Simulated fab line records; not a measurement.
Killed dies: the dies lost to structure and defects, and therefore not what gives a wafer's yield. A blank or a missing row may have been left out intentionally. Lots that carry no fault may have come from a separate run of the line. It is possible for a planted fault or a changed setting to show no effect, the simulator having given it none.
fab line records	flow nand-harc
record: lots: 24	wafers: 72	last-day: 24
route steps=1159 shown P_M0@275 P_M1@306 P_M2@331 P_BONDPAD@351
lots that met no fault: from a run of the same line without faults
start-h: hours from the record's first day to the start of the lot's first wafer shown	wait-h: hours elapsed since this lot's preceding step	" same as the row above	L1.1+2: a single row standing in for several wafers	- no value, or no start was given	* or withheld: withheld	< > ~ a bound
route shown NAME@n: NAME is a module with steps in the file, n the number in the route of the first one	usual: mean and standard deviation over wafers with no fault	same: alike in all rows	chamber/n: place in a boat	sites: the reading at each site	_std_site: the values' standard deviation	_edge_site: outer sites' mean less inner sites'	radius-mm: how far each site lies from the wafer's centre	mask NAME#n: copy n	behind: tool/chamber where the wafer was last shaped	hold: what put the lot on hold/how long, in hours/how the hold closed	device: the transistor (n, p or np) that didn't switch	end of line: tests of these same wafers at the route's end	a step given without rows: its recipe and nothing more	killed: not the wafer's yield, but the dies lost to structure and defects at the first sort	map: dies across one wafer; x = killed, . = not, _ = none there
set.NAME: the setting the step ran with; set.NAME@STEP: the setting that earlier step ran with	model.NAME: the simulator's own value behind a step, which no gauge read
the route's steps for a sample of lots (tables are steps, rows are wafers)
services: when a tool's chamber went out of use (start-h, in hours from the record's first day, below 0 if earlier), for how many hours, and the reason
== steps ==
step: NHARC_P_M0_PVD_21
recipe: target-thk-a: 300	chamber-pressure-pa: 5	power-w: 5000	substrate-temp-c: 30	time-s: 20.49	material: Cu
usual: throttle-valve-pct: 30.2/0.94
lot.wafer	tool	chamber	start-h	wait-h	throttle-valve-pct
L074.2	pvd-sputter-02	-	-	-	28.5
L074.1	"	-	"	"	30.9
L074.6	"	-	"	"	28.5
L075.2	pvd-sputter-03	-	-	-	31.2
L075.1	"	-	"	"	28.2
L075.6	"	-	"	"	30.2
L076.4	pvd-sputter-02	-	-	-	30.9
L076.1	"	-	"	"	31.0
L076.5	"	-	"	"	30.3
L077.3	pvd-sputter-02	-	-	-	31.1
L077.4	"	-	"	"	28.7
L077.5	"	-	"	"	31.0
L078.2	pvd-sputter-03	-	-	-	28.4
L078.1	"	-	"	"	31.4
L078.5	"	-	"	"	30.2
L079.3	pvd-sputter-02	-	-	-	30.7
L079.6	"	-	"	"	30.4
L079.5	"	-	"	"	28.6
L080.1	pvd-sputter-01	-	-	-	31.2
L080.4	"	-	"	"	28.8
L080.6	"	-	"	"	31.1
L081.1	pvd-sputter-02	-	-	-	30.4
L081.2	"	-	"	"	28.4
L081.5	"	-	"	"	28.5
L082.3	pvd-sputter-02	-	-	-	30.8
L082.1	"	-	"	"	30.8
L082.5	"	-	"	"	30.3
L083.2	pvd-sputter-02	-	-	-	30.7
L083.6	"	-	"	"	28.4
L083.5	"	-	"	"	31.3
L084.1	pvd-sputter-02	-	-	-	30.5
L084.4	"	-	"	"	30.7
L084.5	"	-	"	"	30.7
L085.1	pvd-sputter-01	-	-	-	30.7
L085.5	"	-	"	"	30.3
L085.6	"	-	"	"	28.6
L088.2	pvd-sputter-03	-	-	-	30.3
L088.4	"	-	"	"	31.2
L088.6	"	-	"	"	31.0
L086.4	pvd-sputter-01	-	-	-	30.5
L086.2	"	-	"	"	30.1
L086.1	"	-	"	"	28.7
L087.3	pvd-sputter-03	-	-	-	31.7
L087.1	"	-	"	"	30.4
L087.5	"	-	"	"	28.1
L089.4	pvd-sputter-01	-	-	-	30.7
L089.5	"	-	"	"	28.6
L089.6	"	-	"	"	30.8
L091.3	pvd-sputter-01	-	-	-	30.6
L091.1	"	-	"	"	30.4
L091.6	"	-	"	"	30.8
L090.2	pvd-sputter-01	-	-	-	30.5
L090.4	"	-	"	"	30.6
L090.6	"	-	"	"	31.0
L093.2	pvd-sputter-01	-	-	-	30.8
L093.1	"	-	"	"	30.2
L093.3	"	-	"	"	30.8
L092.3	pvd-sputter-01	-	-	-	31.0
L092.1	"	-	"	"	30.8
L092.5	"	-	"	"	30.7
L094.3	pvd-sputter-02	-	-	-	29.4
L094.4	"	-	"	"	29.8
L094.6	"	-	"	"	31.2
L095.3	pvd-sputter-02	-	-	-	30.7
L095.6	"	-	"	"	31.1
L095.5	"	-	"	"	29.6
L096.4	pvd-sputter-02	-	-	-	31.0
L096.1	"	-	"	"	29.7
L096.6	"	-	"	"	31.3
L097.2	pvd-sputter-01	-	-	-	30.1
L097.1	"	-	"	"	30.6
L097.6	"	-	"	"	30.8
step: NHARC_P_M0_CMP_23
recipe: t-overpolish-s: 20	target-thk-nm: 117.53
usual: motor-current-A: 11.8/1.2	retaining-ring-pressure-frac: 1.000/0.0055	time-to-endpoint-s: 30.2/2.8
lot.wafer	tool	chamber	start-h	wait-h	motor-current-A	retaining-ring-pressure-frac	time-to-endpoint-s
L074.1	cmp-01	2	119.25	-	10.8	1.013	28.3
L074.2	"	3	"	"	12.1	0.988	26.9
L074.6	"	2	"	"	11.0	1.012	26.6
L075.2	cmp-03	3	119.78	-	10.4	0.995	26.0
L075.1	"	1	"	"	11.8	1.004	29.6
L075.6	"	2	"	"	13.0	0.998	26.9
L076.4	cmp-01	2	126.34	-	11.5	0.999	23.3
L076.1	"	3	"	"	12.5	0.999	28.1
L076.5	"	3	"	"	12.5	0.999	25.8
L077.4	cmp-03	1	133.63	-	11.7	0.997	30.9
L077.3	"	2	"	"	12.8	1.005	28.1
L077.5	"	1	"	"	12.0	1.004	30.9
L078.1	cmp-03	0	134.25	-	14.1	1.000	29.4
L078.2	"	2	"	"	12.2	0.996	29.6
L078.5	"	1	"	"	11.7	0.994	28.8
L079.3	cmp-03	2	150.72	-	13.0	1.005	31.2
L079.6	"	3	"	"	10.0	1.008	32.3
L079.5	"	0	"	"	14.1	1.001	32.6
L080.1	cmp-03	0	153.35	-	13.3	0.995	36.4
L080.4	"	1	"	"	11.9	0.995	34.5
L080.6	"	3	"	"	10.2	0.997	30.4
L081.2	cmp-03	3	163.61	-	9.7	0.998	26.9
L081.1	"	2	"	"	12.7	1.008	29.1
L081.5	"	3	"	"	10.2	0.992	27.5
L082.3	cmp-03	0	164.77	-	14.3	0.985	34.3
L082.1	"	1	"	"	11.9	0.998	32.2
L082.5	"	3	"	"	9.5	1.001	28.1
L083.2	cmp-01	1	165.64	-	12.2	0.999	30.9
L083.5	"	1	"	"	11.7	1.004	30.2
L083.6	"	2	"	"	11.2	1.001	27.8
L084.1	cmp-04	1	178.15	-	12.3	1.000	30.5
L084.4	"	3	"	"	11.3	1.006	28.1
L084.5	"	1	"	"	11.7	1.004	30.1
L085.1	cmp-04	3	182.63	-	11.8	1.004	28.4
L085.6	"	1	"	"	11.7	1.003	32.0
L085.5	"	2	"	"	11.3	1.005	34.9
L088.2	cmp-03	0	191.77	-	13.9	1.002	34.9
L088.4	"	1	"	"	11.5	1.002	32.3
L088.6	"	1	"	"	12.3	1.000	31.6
L086.2	cmp-04	3	196.80	-	12.6	1.002	28.8
L086.4	"	0	"	"	11.2	0.997	32.8
L086.1	"	1	"	"	11.6	0.991	31.3
L087.1	cmp-03	0	197.94	-	13.7	0.997	33.0
L087.3	"	1	"	"	12.5	1.002	31.9
L087.5	"	3	"	"	9.8	1.008	28.6
L089.4	cmp-01	2	212.47	-	12.0	0.997	25.7
L089.5	"	3	"	"	12.6	0.996	26.5
L089.6	"	0	"	"	10.5	0.999	32.3
L091.3	cmp-03	3	219.14	-	10.5	0.997	29.6
L091.1	"	0	"	"	14.0	0.991	33.3
L091.6	"	1	"	"	11.8	0.995	31.9
L090.2	cmp-01	2	219.70	-	11.6	1.001	26.5
L090.4	"	3	"	"	12.6	1.003	29.2
L090.6	"	3	"	"	12.4	1.003	28.8
L093.3	cmp-04	1	227.94	-	11.8	1.001	30.4
L093.1	"	2	"	"	11.1	0.994	36.4
L093.2	"	3	"	"	11.8	1.004	29.9
L092.1	cmp-04	2	229.13	-	11.0	0.996	30.5
L092.3	"	1	"	"	12.3	1.005	31.7
L092.5	"	3	"	"	12.2	0.995	24.0
L094.4	cmp-01	0	238.11	-	10.5	1.007	32.9
L094.3	"	1	"	"	12.2	0.996	31.6
L094.6	"	0	"	"	10.6	1.007	35.2
L095.3	cmp-03	0	238.81	-	14.9	1.004	28.1
L095.5	"	2	"	"	12.5	0.996	26.0
L095.6	"	3	"	"	9.8	1.000	26.4
L096.1	cmp-04	3	252.98	-	11.5	1.003	25.0
L096.4	"	1	"	"	12.0	0.998	30.9
L096.6	"	0	"	"	11.1	0.998	32.0
L097.2	cmp-01	1	253.40	-	12.2	0.995	31.1
L097.1	"	3	"	"	12.2	1.006	30.4
L097.6	"	0	"	"	10.5	0.992	34.6
step: NHARC_P_M1_PRE_CLEAN_30
recipe: time-s: 30	temp-c: 280	gas: H2/He
usual: heater-power-w: 429/47
lot.wafer	tool	chamber	start-h	wait-h	heater-power-w
L074.1	pvd-sputter-01	-	-	-	458
L074.2	"	-	"	"	466
L074.6	"	-	"	"	401
L075.1	pvd-sputter-02	-	-	-	454
L075.2	"	-	"	"	549
L075.6	"	-	"	"	459
L076.1	pvd-sputter-02	-	-	-	447
L076.4	"	-	"	"	457
L076.5	"	-	"	"	560
L077.4	pvd-sputter-03	-	-	-	397
L077.3	"	-	"	"	437
L077.5	"	-	"	"	391
L078.2	pvd-sputter-02	-	-	-	538
L078.1	"	-	"	"	366
L078.5	"	-	"	"	440
L079.3	pvd-sputter-01	-	-	-	460
L079.5	"	-	"	"	385
L079.6	"	-	"	"	469
L080.4	pvd-sputter-02	-	-	-	455
L080.1	"	-	"	"	547
L080.6	"	-	"	"	459
L081.1	pvd-sputter-03	-	-	-	443
L081.2	"	-	"	"	379
L081.5	"	-	"	"	429
L082.3	pvd-sputter-03	-	-	-	403
L082.1	"	-	"	"	434
L082.5	"	-	"	"	401
L083.2	pvd-sputter-01	-	-	-	399
L083.6	"	-	"	"	397
L083.5	"	-	"	"	434
L084.4	pvd-sputter-02	-	-	-	364
L084.1	"	-	"	"	554
L084.5	"	-	"	"	356
L085.1	pvd-sputter-01	-	-	-	441
L085.6	"	-	"	"	396
L085.5	"	-	"	"	433
L088.4	pvd-sputter-03	-	-	-	402
L088.2	"	-	"	"	371
L088.6	"	-	"	"	388
L086.2	pvd-sputter-03	-	-	-	376
L086.4	"	-	"	"	422
L086.1	"	-	"	"	397
L087.3	pvd-sputter-02	-	-	-	366
L087.1	"	-	"	"	445
L087.5	"	-	"	"	463
L089.4	pvd-sputter-03	-	-	-	416
L089.6	"	-	"	"	401
L089.5	"	-	"	"	387
L091.3	pvd-sputter-03	-	-	-	375
L091.1	"	-	"	"	406
L091.6	"	-	"	"	379
L090.2	pvd-sputter-01	-	-	-	389
L090.4	"	-	"	"	445
L090.6	"	-	"	"	447
L093.3	pvd-sputter-02	-	-	-	536
L093.1	"	-	"	"	458
L093.2	"	-	"	"	458
L092.1	pvd-sputter-01	-	-	-	443
L092.3	"	-	"	"	428
L092.5	"	-	"	"	441
L094.3	pvd-sputter-03	-	-	-	377
L094.4	"	-	"	"	405
L094.6	"	-	"	"	391
L095.3	pvd-sputter-02	-	-	-	450
L095.6	"	-	"	"	356
L095.5	"	-	"	"	449
L096.4	pvd-sputter-01	-	-	-	425
L096.1	"	-	"	"	394
L096.6	"	-	"	"	441
L097.2	pvd-sputter-03	-	-	-	402
L097.1	"	-	"	"	431
L097.6	"	-	"	"	399
step: NHARC_P_M2_DESCUM_14
recipe: time-s: 3	o2-flow-sccm: 200	ar-flow-sccm: 0	bias-power-w: 0	chemistry: O2
usual: drypump-motor-current-A: 5.4/0.46	oes-product-au: 1.000/0.0089	rf-vpp-V: 57.6/0.82	showerhead-plenum-p-Torr: 1.86/0.053	throttle-valve-pct: 11.311/0.0088
lot.wafer	tool	chamber	start-h	wait-h	drypump-motor-current-A	oes-product-au	rf-hours-counter-h	rf-vpp-V	showerhead-plenum-p-Torr	throttle-valve-pct
L074.1	rie-diel-09	3	125.31	0.1	5.1	1.007	1	57.6	1.85	11.308
L074.2	"	0	"	"	4.9	1.001	1	56.8	1.80	11.318
L074.6	"	0	"	"	4.9	0.989	-	58.1	1.80	11.307
L075.1	rie-diel-09	3	126.01	0.1	5.2	1.012	1	57.2	1.85	11.306
L075.2	"	1	"	"	6.1	1.004	1	57.2	1.92	11.322
L075.6	"	3	"	"	5.2	1.013	-	57.7	1.85	11.322
L076.4	rie-diel-09	2	132.55	0.1	5.0	0.992	1	59.1	1.90	11.292
L076.1	"	1	"	"	6.1	1.000	2	57.1	1.92	11.309
L076.5	"	2	"	"	5.0	0.992	-	57.3	1.90	11.322
L077.4	rie-diel-09	0	139.61	0.1	4.9	0.997	2	57.6	1.79	11.317
L077.3	"	2	"	"	5.0	0.995	2	57.8	1.90	11.308
L077.5	"	0	"	"	4.9	0.979	-	57.8	1.79	11.327
L078.1	rie-diel-03	1	144.35	0.1	5.7	1.002	17	57.2	1.96	11.306
L078.2	"	2	"	"	5.3	1.009	19	58.1	1.82	11.288
L078.5	"	3	"	"	5.6	1.017	-	56.9	1.79	11.303
L079.3	rie-diel-09	2	157.25	0.1	5.0	0.987	2	57.7	1.90	11.333
L079.6	"	0	"	"	4.9	0.998	-	57.2	1.79	11.316
L079.5	"	1	"	"	6.1	1.000	-	57.2	1.92	11.292
L080.1	rie-diel-03	3	159.67	0.1	5.6	0.996	22	57.7	1.79	11.315
L080.6	"	3	"	"	5.6	1.000	-	57.4	1.79	11.311
L080.4	"	0	"	"	6.3	0.993	-	57.7	1.86	11.312
L081.2	rie-diel-09	2	170.01	0.1	5.0	0.997	3	57.4	1.90	11.316
L081.1	"	1	"	"	6.0	0.990	3	57.6	1.92	11.317
L081.5	"	3	"	"	5.1	0.995	-	58.4	1.85	11.304
L082.1	rie-diel-09	2	171.28	0.1	5.0	0.995	3	58.9	1.90	11.305
L082.3	"	0	"	"	4.9	0.996	3	56.6	1.79	11.308
L082.5	"	2	"	"	5.0	0.994	-	57.9	1.90	11.308
L083.2	rie-diel-09	1	172.01	0.1	6.1	1.001	3	57.6	1.92	11.313
L083.6	"	2	"	"	5.0	0.992	-	57.6	1.90	11.317
L083.5	"	3	"	"	5.1	1.008	-	57.6	1.85	11.310
L084.1	rie-diel-09	3	184.21	0.1	5.1	1.008	3	58.1	1.85	11.321
L084.4	"	2	"	"	5.0	1.003	3	57.7	1.90	11.311
L084.5	"	3	"	"	5.1	1.007	-	58.6	1.85	11.321
L085.1	rie-diel-09	0	188.63	0.1	4.9	0.996	4	58.4	1.79	11.298
L085.6	"	0	"	"	4.9	0.997	-	56.8	1.79	11.313
L085.5	"	1	"	"	6.0	0.990	-	56.8	1.92	11.312
L088.4	rie-diel-09	2	198.83	0.1	5.0	0.992	4	58.3	1.90	11.310
L088.2	"	0	"	"	4.9	0.997	4	57.6	1.79	11.294
L088.6	"	3	"	"	5.1	1.005	-	56.2	1.85	11.306
L086.2	rie-diel-09	0	202.82	0.1	4.9	1.001	4	55.6	1.79	11.305
L086.1	"	1	"	"	6.0	0.994	4	59.1	1.92	11.309
L086.4	"	2	"	"	5.0	0.994	4	56.6	1.90	11.299
L087.1	rie-diel-09	3	203.87	0.1	5.1	1.008	4	57.5	1.85	11.317
L087.3	"	1	"	"	6.0	1.007	4	58.6	1.92	11.319
L087.5	"	3	"	"	5.1	1.021	-	57.8	1.85	11.303
L089.4	rie-diel-09	2	218.64	0.1	5.0	0.992	5	57.2	1.90	11.312
L089.5	"	3	"	"	5.1	1.002	-	58.2	1.85	11.306
L089.6	"	0	"	"	4.9	0.993	-	57.0	1.79	11.311
L091.3	rie-diel-09	2	225.21	0.1	5.0	0.988	5	56.6	1.90	11.296
L091.1	"	0	"	"	4.9	0.999	5	57.4	1.79	11.309
L091.6	"	1	"	"	6.1	0.999	-	59.1	1.92	11.305
L090.2	rie-diel-09	3	225.98	0.1	5.1	1.010	5	58.7	1.85	11.312
L090.4	"	0	"	"	4.9	0.998	5	58.6	1.79	11.316
L090.6	"	2	"	"	5.0	0.988	-	59.6	1.90	11.304
L093.3	rie-diel-03	2	234.14	0.1	5.3	1.014	1	57.4	1.81	11.312
L093.2	"	3	"	"	5.6	1.009	2	57.5	1.79	11.293
L093.1	"	1	"	"	5.7	0.993	1	58.7	1.96	11.311
L092.1	rie-diel-03	2	235.25	0.1	5.3	1.016	2	57.1	1.81	11.303
L092.3	"	3	"	"	5.6	0.995	2	56.9	1.79	11.312
L092.5	"	1	"	"	5.7	0.993	-	58.7	1.96	11.305
L094.3	rie-diel-03	2	244.89	0.1	5.3	1.013	4	56.3	1.81	11.326
L094.4	"	1	"	"	5.7	1.000	4	58.2	1.96	11.323
L094.6	"	2	"	"	5.3	1.006	-	57.4	1.81	11.311
L095.3	rie-diel-03	1	245.45	0.1	5.7	0.994	4	56.5	1.96	11.302
L095.6	"	1	"	"	5.7	0.990	-	58.6	1.96	11.319
L095.5	"	2	"	"	5.4	1.008	-	57.6	1.81	11.320
L096.4	rie-diel-12	0	259.09	0.1	5.8	0.978	16	57.5	1.91	11.312
L096.1	"	1	"	"	6.0	0.991	19	58.4	1.99	11.308
L096.6	"	0	"	"	5.8	0.989	-	59.2	1.91	11.309
L097.1	rie-diel-03	3	259.83	0.2	5.6	1.003	9	56.9	1.78	11.307
L097.2	"	0	"	"	6.3	1.001	8	56.7	1.85	11.305
L097.6	"	1	"	"	5.7	0.995	-	57.6	1.95	11.319
step: NHARC_P_M2_INSPECT_27
usual: raw-defect-count: 344/150
lot.wafer	tool	chamber	start-h	wait-h	raw-defect-count
L074.1	defect-inspect-01	-	127.88	0.0	250
L074.2	"	-	"	"	573
L074.6	"	-	"	"	249
L075.1	defect-inspect-02	-	128.55	0.0	255
L075.2	"	-	"	"	328
L075.6	"	-	"	"	269
L076.1	defect-inspect-02	-	135.19	0.0	173
L076.4	"	-	"	"	141
L076.5	"	-	"	"	165
L077.3	defect-inspect-01	-	142.17	0.0	197
L077.4	"	-	"	"	450
L077.5	"	-	"	"	245
L078.1	defect-inspect-02	-	147.23	0.0	343
L078.2	"	-	"	"	213
L078.5	"	-	"	"	334
L079.3	defect-inspect-01	-	160.03	0.0	361
L079.5	"	-	"	"	345
L079.6	"	-	"	"	363
L080.1	defect-inspect-01	-	162.32	0.0	496
L080.4	"	-	"	"	372
L080.6	"	-	"	"	319
L081.1	defect-inspect-01	-	172.59	0.0	960
L081.2	"	-	"	"	339
L081.5	"	-	"	"	757
L082.1	defect-inspect-02	-	173.88	0.0	242
L082.3	"	-	"	"	165
L082.5	"	-	"	"	209
L083.2	defect-inspect-02	-	174.73	0.0	212
L083.5	"	-	"	"	306
L083.6	"	-	"	"	278
L084.1	defect-inspect-02	-	186.81	0.0	380
L084.4	"	-	"	"	374
L084.5	"	-	"	"	276
L085.1	defect-inspect-01	-	191.21	0.0	349
L085.5	"	-	"	"	500
L085.6	"	-	"	"	397
L088.2	defect-inspect-01	-	201.58	0.0	374
L088.4	"	-	"	"	479
L088.6	"	-	"	"	439
L086.1	defect-inspect-01	-	205.40	0.0	293
L086.2	"	-	"	"	370
L086.4	"	-	"	"	241
L087.1	defect-inspect-02	-	206.50	0.0	243
L087.3	"	-	"	"	238
L087.5	"	-	"	"	195
L089.4	defect-inspect-01	-	221.20	0.0	192
L089.5	"	-	"	"	230
L089.6	"	-	"	"	223
L091.1	defect-inspect-02	-	227.82	0.0	189
L091.3	"	-	"	"	306
L091.6	"	-	"	"	275
L090.2	defect-inspect-01	-	228.73	0.0	196
L090.4	"	-	"	"	203
L090.6	"	-	"	"	195
L093.1	defect-inspect-02	-	236.81	0.0	451
L093.2	"	-	"	"	691
L093.3	"	-	"	"	409
L092.1	defect-inspect-01	-	238.10	0.0	175
L092.3	"	-	"	"	418
L092.5	"	-	"	"	238
L094.3	defect-inspect-01	-	247.46	0.0	426
L094.4	"	-	"	"	389
L094.6	"	-	"	"	619
L095.3	defect-inspect-01	-	248.21	0.0	432
L095.5	"	-	"	"	444
L095.6	"	-	"	"	332
L096.1	defect-inspect-01	-	262.13	0.0	370
L096.4	"	-	"	"	645
L096.6	"	-	"	"	369
L097.1	defect-inspect-02	-	262.92	0.0	276
L097.2	"	-	"	"	213
L097.6	"	-	"	"	246
step: NHARC_P_BONDPAD_DEP_00
recipe: target-thk-a: 2500	temp-c: 370	target-thk-nm: 250	pressure-torr: 3	flow-sccm: 200	rf-w: 450	material: SiCN
usual: heater-power-outer-w: 328/39	heater-power-w: 552/62
lot.wafer	tool	chamber	start-h	wait-h	heater-power-outer-w	heater-power-w
L074.2	pecvd-02	2	128.62	0.5	372	621
L074.1	"	1	"	"	260	534
L074.6	"	1	"	"	279	519
L075.1	pecvd-03	0	129.26	0.5	320	466
L075.2	"	2	"	"	368	643
L075.6	"	2	"	"	284	513
L076.1	pecvd-03	2	-	-	352	616
L076.5	"	0	"	"	308	459
L076.4	"	1	"	"	312	511
L077.3	pecvd-03	2	-	-	366	629
L077.5	"	0	"	"	339	515
L077.4	"	1	"	"	350	552
L078.1	pecvd-03	2	147.85	-	351	612
L078.2	"	0	"	"	310	455
L078.5	"	1	"	"	335	536
L079.3	pecvd-01	2	160.78	-	264	497
L079.6	"	0	"	"	296	560
L079.5	"	2	"	"	266	504
L080.1	pecvd-03	2	162.93	-	295	542
L080.6	"	1	"	"	361	580
L080.4	"	0	"	"	345	514
L081.1	pecvd-03	0	173.20	-	312	468
L081.2	"	1	"	"	340	550
L081.5	"	0	"	"	321	481
L082.3	pecvd-01	0	174.45	-	303	558
L082.1	"	2	"	"	261	505
L082.5	"	1	"	"	282	502
L083.2	pecvd-02	2	-	-	381	609
L083.6	"	1	"	"	312	609
L083.5	"	2	"	"	284	499
L084.1	pecvd-03	0	-	-	329	489
L084.4	"	0	"	"	328	492
L084.5	"	1	"	"	356	576
L085.1	pecvd-02	2	191.82	-	290	505
L085.5	"	1	"	"	320	606
L085.6	"	0	"	"	423	703
L088.2	pecvd-03	2	-	-	379	652
L088.4	"	2	"	"	285	524
L088.6	"	0	"	"	317	467
L086.2	pecvd-03	0	206.03	-	340	489
L086.1	"	1	"	"	356	573
L086.4	"	0	"	"	337	506
L087.3	pecvd-03	2	-	-	350	620
L087.1	"	1	"	"	355	579
L087.5	"	2	"	"	353	623
L089.6	pecvd-02	1	221.92	-	278	549
L089.4	"	2	"	"	349	548
L089.5	"	0	"	"	409	681
L091.1	pecvd-01	0	228.39	-	305	562
L091.3	"	2	"	"	284	529
L091.6	"	2	"	"	205	431
L090.2	pecvd-03	0	229.31	-	324	490
L090.4	"	0	"	"	345	503
L090.6	"	1	"	"	355	575
L093.1	pecvd-03	2	237.37	-	324	561
L093.3	"	0	"	"	311	460
L093.2	"	1	"	"	305	529
L092.1	pecvd-03	2	-	-	353	629
L092.3	"	0	"	"	275	425
L092.5	"	0	"	"	279	438
L094.3	pecvd-03	1	248.05	-	369	574
L094.6	"	1	"	"	372	583
L094.4	"	0	"	"	285	430
L095.3	pecvd-03	1	248.86	-	377	596
L095.5	"	0	"	"	352	518
L095.6	"	1	"	"	283	472
L096.1	pecvd-01	0	262.79	-	271	509
L096.6	"	1	"	"	379	629
L096.4	"	2	"	"	243	472
L097.1	pecvd-01	0	263.52	-	303	556
L097.2	"	1	"	"	348	609
L097.6	"	2	"	"	280	511
== services ==
tool	chamber	start-h	hours	kind
cmp-01	-	101.07	2.4	repair
pvd-sputter-03	-	102.00	10.0	pm
pecvd-03	0	110.28	12.4	repair
pecvd-03	-	111.22	13.0	pm
pvd-sputter-03	-	113.67	3.1	repair
pvd-sputter-01	-	131.86	4.7	repair
cmp-01	-	136.00	0.7	repair
rie-diel-03	1	138.47	2.1	repair
pvd-sputter-01	-	145.07	0.5	repair
pvd-sputter-03	-	145.44	7.4	repair
rie-diel-03	1	150.11	13.0	repair
cmp-03	-	156.26	4.0	pm
pvd-sputter-01	-	158.01	10.0	pm
cmp-01	-	179.50	4.0	pm
pvd-sputter-03	-	180.58	0.6	repair
cmp-01	-	206.10	1.1	repair
pvd-sputter-02	-	214.00	10.0	pm
pvd-sputter-01	-	214.17	1.6	repair
rie-diel-03	-	215.33	9.0	pm
rie-diel-09	3	220.59	1.2	repair
pvd-sputter-03	-	227.65	5.1	repair
rie-diel-09	-	228.14	26.2	repair
cmp-03	-	254.26	4.0	pm
rie-diel-09	-	254.38	9.0	pm
== key ==
fault none
